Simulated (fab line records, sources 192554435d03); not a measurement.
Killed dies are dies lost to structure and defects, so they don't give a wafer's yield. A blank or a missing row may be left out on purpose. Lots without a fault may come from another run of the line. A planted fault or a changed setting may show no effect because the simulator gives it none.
One fault seen from 2 desks | flow n5_finfet | each desk has only its own numbers; what lay behind them comes last

THE TOOL OWNER'S DESK: wet_bench-05
The tool's own readings at N5_BEOL_M11_HM_STRIP_39 (strips TiN in peroxide tin strip, target depth 25 nm, time 158 s): means of the sampled wafers that have a number, for each lot that ran on this tool. A lot is out of limits, marked OUT, if its mean lies more than 4 standard deviations from the usual mean; the brackets give that distance.
Columns: A = bath_heat_duty_pct at N5_BEOL_M11_HM_STRIP_39, usual 6.8 %; B = run_length_s at N5_BEOL_M11_HM_STRIP_39, usual 164.8 s
lot  | first seen here | A   | B
L332 | day 10 09:25    | 6.8 | 164.2
L333 | day 11 03:35    | 6.5 | 163.0
L343 | day 14 00:50    | 7.2 | 125.9 (-14) OUT
L345 | day 14 01:19    | 5.8 | 125.8 (-14) OUT
This desk's finding: out of limits on L343, L345; first on L343, day 14 00:50 (run_length_s at N5_BEOL_M11_HM_STRIP_39). In limits: L332, L333.

THE METROLOGY DESK
What the gauges read, lot by lot, whatever tool the lot ran on: means of the sampled wafers that have a number. A lot is out of limits, marked OUT, if its mean lies more than 4 standard deviations from the usual mean; the brackets give that distance.
Columns: A = trench_depth_nm at N5_BEOL_M11_OCD_MEAS_38, usual 149.0 nm
lot  | first seen here | A
L332 | day 10 09:23    | 149.0
L334 | day 11 03:14    | 151.5
L333 | day 11 03:34    | 148.9
L337 | day 11 15:25    | 148.1
L341 | day 13 04:10    | 147.5
L343 | day 14 00:49    | 151.5
L345 | day 14 01:17    | 149.6
L351 | day 15 11:21    | 152.2
L352 | day 15 14:23    | 147.9
L354 | day 16 07:07    | 150.5
L353 | day 16 07:56    | 146.4
This desk's finding: nothing out of limits on any of the 11 lots.

PUT TOGETHER
The tool owner's desk could have raised an alarm at day 14 00:50, on L343, L345.
The metrology desk saw nothing out of limits.
The metrology desk has L343, L345 on record, within its limits.
Of the lots named, all ran N5_BEOL_M11_HM_STRIP_39 on wet_bench-05.

WHAT THE SIMULATOR HAD PUT IN
Process parameter drift: wet_bench-05, from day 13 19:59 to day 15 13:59, at N5_BEOL_M11_HM_STRIP_39. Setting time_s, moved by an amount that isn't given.
Lots struck among those shown: L343, L345.
Hours from the fault's start to each desk's first reading out of limits: the tool owner's desk, 5.
